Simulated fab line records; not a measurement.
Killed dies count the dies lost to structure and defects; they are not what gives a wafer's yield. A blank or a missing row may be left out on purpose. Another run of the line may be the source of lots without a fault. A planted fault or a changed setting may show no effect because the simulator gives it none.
A lot that was struck, set against a sound lot :: flow n5-finfet :: 15 out of 1938 route steps
Sound: wafers L328.1, L328.2, L328.4. Struck: wafer L314.6 (left out: L314.2, a lot-mate that was not struck); the cause follows at the end.
Per side, at each step with rows, come the tool, then ch with its chambers, and then its first start. Under that, the readings that differ: sound wafers :: struck wafers :: difference of the means :: sigmas: that difference in standard deviations of wafers without a fault.
alike: readings with means less than 2 such deviations apart, plus words and numbers identical on both sides. not compared: withheld readings, readings lacking a value on some wafer, bounds such as >300 that could conceal the same value, and numbers that have no deviation in the record and whose values overlap.
The two part at a step that has a row with sigmas, a row that says differs or no value, or rows on one side only. Non-overlapping numbers with no deviation appear without sigmas and do not part them. A reading that every wafer of one side lacks parts them only if that side has two wafers or more.

N5_BEOL_M10_STRIP_77: strips in N2/H2, time 10 s.
  sound on rie-diel-01 ch 0,1,3; struck on rie-diel-01 ch 1
  alike: drypump-motor-current-A, oes-product-au, rf-vpp-V, showerhead-plenum-p-Torr, throttle-valve-pct
  not compared: rf-hours-counter-h
N5_BEOL_M10_OCD_MEAS_38:
  sound on ocd-01, day 16 08:53; struck on ocd-01, day 12 22:39
  alike: trench-depth-nm
then, 4 steps without rows for these wafers: N5_BEOL_M10_HM_STRIP_39 (strips TiN in peroxide tin strip, target depth 25 nm, time 158 s); N5_BEOL_M10_SRD_40 (time 30 s); N5_BEOL_M10_PRECLEAN_42 (cleans in residue remover, time 60 s); N5_BEOL_M10_SRD_43 (time 30 s).
N5_BEOL_M10_CD_MEAS_35: target cd 70 nm.
  sound on cd-sem-03, day 16 09:02; struck on cd-sem-03, day 12 22:49
  alike: cd-nm
N5_BEOL_M10_CURE_72: cures SiCOH lowk, time 120 s.
  sound on uv-cure-03 ch 2, day 16 09:04; struck on uv-cure-03 ch 2, day 12 22:54
  alike: lamp-power-pct, wafer_temp_C_max
then, 1 step without rows for these wafers: N5_BEOL_M10_DEGAS_44 (time 60 s).
N5_BEOL_M10_PRE_CLEAN_45: time 30 s.
  sound on pvd-sputter-02, day 16 09:33; struck on pvd-sputter-03, day 12 23:36
  alike: heater-power-w
N5_BEOL_M10_ALD_74: deposits TaN, target thk 2 nm, pulse time 2 s, purge time 3 s.
  sound on ald-metal-03 ch 1,2,3, day 16 09:46; struck on ald-metal-02 ch 0, day 12 23:40
  alike: heater-power-w, precursor-vessel-carrier-sccm
after that, 1 step had no rows for these wafers: N5_BEOL_M10_SURFACE_TREAT_76.
N5_BEOL_M10_CVD_75: deposits Co from CCTBA/H2, target thk 2 nm, time 138.9 s.
  sound on cvd-co-01 ch 1,2, day 16 10:11; struck on cvd-co-02 ch 1, day 13 00:24
reading: run-length-s (s)
sound: 161.7 161.9 161.9
struck: 122.6
difference: -39.2
sigmas: -98
N5_BEOL_M10_SPUTTER_48: material Cu, target thk 12 nm, time 2 s.
  sound on pvd-sputter-03, day 16 10:23; struck on pvd-sputter-01, day 13 00:31
reading: cathode-dc-power-W (W)
sound: 25993 26004 25991
struck: 26009
difference: +13
sigmas: +3
  alike: chamber-pressure-pa, throttle-valve-pct
-- the record jumps here: 2 days lie between the struck wafers' starts before and after (it left off in module BEOL_M10 and takes up again in module PASSIVATION, whose first step shown is number 1936 of the route) --
N5_PASSIVATION_PROBE_49:
  only the struck wafers here have rows in the record (prober-02, day 15 03:17); the sound ones have none

== WHERE THEY PART ==
Earliest at N5_BEOL_M10_CVD_75; latest, in this record, at N5_PASSIVATION_PROBE_49.

WHY: whatever the simulator had introduced
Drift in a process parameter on cvd-co-02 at N5_BEOL_M10_CVD_75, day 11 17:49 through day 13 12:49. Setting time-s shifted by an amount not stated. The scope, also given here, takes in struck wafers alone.
